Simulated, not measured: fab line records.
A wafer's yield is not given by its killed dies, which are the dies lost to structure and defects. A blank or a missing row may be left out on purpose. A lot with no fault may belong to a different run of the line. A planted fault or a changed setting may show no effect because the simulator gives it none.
Chamber matching :: flow n5 finfet :: N5_BEOL_M15_TRENCH_ETCH_34 on rie diel-04: 4 sister chambers
The step etches SiO2 in C4F8/O2/Ar, target depth 872.93 nm, time 199 s. 20 wafers are shown with their chamber, then 10 later ones without.

WAFERS WITH THEIR CHAMBER
wafer: L075.1
chamber: 3
rf vpp V (V): 2186
showerhead plenum p Torr (Torr): 3.36
drypump motor current A (A): 5.6

wafer: L075.2
chamber: 2
rf vpp V (V): 2262
showerhead plenum p Torr (Torr): 3.57
drypump motor current A (A): 5.2

wafer: L075.6
chamber: 2
rf vpp V (V): 2263
showerhead plenum p Torr (Torr): 3.57
drypump motor current A (A): 5.2

wafer: L078.2
chamber: 0
rf vpp V (V): 2165
showerhead plenum p Torr (Torr): 3.37
drypump motor current A (A): 5.8

wafer: L078.3
chamber: 2
rf vpp V (V): 2260
showerhead plenum p Torr (Torr): 3.56
drypump motor current A (A): 5.3

wafer: L078.6
chamber: 1
rf vpp V (V): 2212
showerhead plenum p Torr (Torr): 3.68
drypump motor current A (A): 6.3

wafer: L077.4
chamber: 2
rf vpp V (V): 2261
showerhead plenum p Torr (Torr): 3.56
drypump motor current A (A): 5.2

wafer: L077.5
chamber: 3
rf vpp V (V): 2184
showerhead plenum p Torr (Torr): 3.35
drypump motor current A (A): 5.6

wafer: L077.6
chamber: 0
rf vpp V (V): 2163
showerhead plenum p Torr (Torr): 3.37
drypump motor current A (A): 5.8

wafer: L080.2
chamber: 1
rf vpp V (V): 2212
showerhead plenum p Torr (Torr): 3.67
drypump motor current A (A): 6.3

wafer: L080.4
chamber: 3
rf vpp V (V): 2184
showerhead plenum p Torr (Torr): 3.35
drypump motor current A (A): 5.7

wafer: L080.5
chamber: 0
rf vpp V (V): 2163
showerhead plenum p Torr (Torr): 3.36
drypump motor current A (A): 5.8

wafer: L081.1
chamber: 1
rf vpp V (V): 2212
showerhead plenum p Torr (Torr): 3.67
drypump motor current A (A): 6.2

wafer: L081.2
chamber: 0
rf vpp V (V): 2162
showerhead plenum p Torr (Torr): 3.36
drypump motor current A (A): 5.8

wafer: L081.6
chamber: 3
rf vpp V (V): 2184
showerhead plenum p Torr (Torr): 3.34
drypump motor current A (A): 5.7

wafer: L084.1
chamber: 2
rf vpp V (V): 2259
showerhead plenum p Torr (Torr): 3.55
drypump motor current A (A): 5.3

wafer: L084.3
chamber: 0
rf vpp V (V): 2162
showerhead plenum p Torr (Torr): 3.36
drypump motor current A (A): 5.8

wafer: L084.4
chamber: 3
rf vpp V (V): 2184
showerhead plenum p Torr (Torr): 3.34
drypump motor current A (A): 5.7

wafer: L089.2
chamber: 0
rf vpp V (V): 2164
showerhead plenum p Torr (Torr): 3.35
drypump motor current A (A): 5.7

wafer: L089.3
chamber: 2
rf vpp V (V): 2258
showerhead plenum p Torr (Torr): 3.55
drypump motor current A (A): 5.3

SIGNATURES, as means of the wafers listed above
reading: rf vpp V
chamber 0: 2163.17
chamber 1: 2212.00
chamber 2: 2260.50
chamber 3: 2184.40
scatter within a chamber: 1.31

reading: showerhead plenum p Torr
chamber 0: 3.3617
chamber 1: 3.6733
chamber 2: 3.5600
chamber 3: 3.3480
scatter within a chamber: 0.00802

reading: drypump motor current A
chamber 0: 5.783
chamber 1: 6.267
chamber 2: 5.250
chamber 3: 5.660
scatter within a chamber: 0.0512
Rule: for a wafer and a chamber, the distance is found by dividing, reading by reading, the gap between the wafer's reading and the chamber's mean by the reading's scatter, squaring, summing and taking the root. The wafer belongs to the nearest chamber; if the next one is less than 2 further off, it can't be placed. How the scatter is found: for the shown wafers, subtract from each reading the mean of its chamber, square and add these, divide the total by (wafers less chambers), then take the root.

WAFERS MISSING THEIR CHAMBER
wafer: L089.5
rf vpp V (V): 2212
showerhead plenum p Torr (Torr): 3.66
drypump motor current A (A): 6.3

wafer: L090.2
rf vpp V (V): 2183
showerhead plenum p Torr (Torr): 3.34
drypump motor current A (A): 5.6

wafer: L090.4
rf vpp V (V): 2259
showerhead plenum p Torr (Torr): 3.55
drypump motor current A (A): 5.2

wafer: L090.6
rf vpp V (V): 2183
showerhead plenum p Torr (Torr): 3.34
drypump motor current A (A): 5.6

wafer: L091.2
rf vpp V (V): 2183
showerhead plenum p Torr (Torr): 3.34
drypump motor current A (A): 5.7

wafer: L091.5
rf vpp V (V): 2209
showerhead plenum p Torr (Torr): 3.66
drypump motor current A (A): 6.3

wafer: L091.6
rf vpp V (V): 2260
showerhead plenum p Torr (Torr): 3.54
drypump motor current A (A): 5.3

wafer: L088.2
rf vpp V (V): 2259
showerhead plenum p Torr (Torr): 3.54
drypump motor current A (A): 5.2

wafer: L088.3
rf vpp V (V): 2182
showerhead plenum p Torr (Torr): 3.33
drypump motor current A (A): 5.7

wafer: L088.6
rf vpp V (V): 2162
showerhead plenum p Torr (Torr): 3.35
drypump motor current A (A): 5.8

THE CHAMBER EACH PASSED THROUGH
wafer: L089.5
from the rows above: 1
in truth: 1

wafer: L090.2
from the rows above: 3
in truth: 3

wafer: L090.4
from the rows above: 2
in truth: 2

wafer: L090.6
from the rows above: 3
in truth: 3

wafer: L091.2
from the rows above: 3
in truth: 3

wafer: L091.5
from the rows above: 1
in truth: 1

wafer: L091.6
from the rows above: 2
in truth: 2

wafer: L088.2
from the rows above: 2
in truth: 2

wafer: L088.3
from the rows above: 3
in truth: 3

wafer: L088.6
from the rows above: 0
in truth: 0
Correct placement for 10 of the 10. Number that these rows cannot place: 0. 0 placed wrongly.
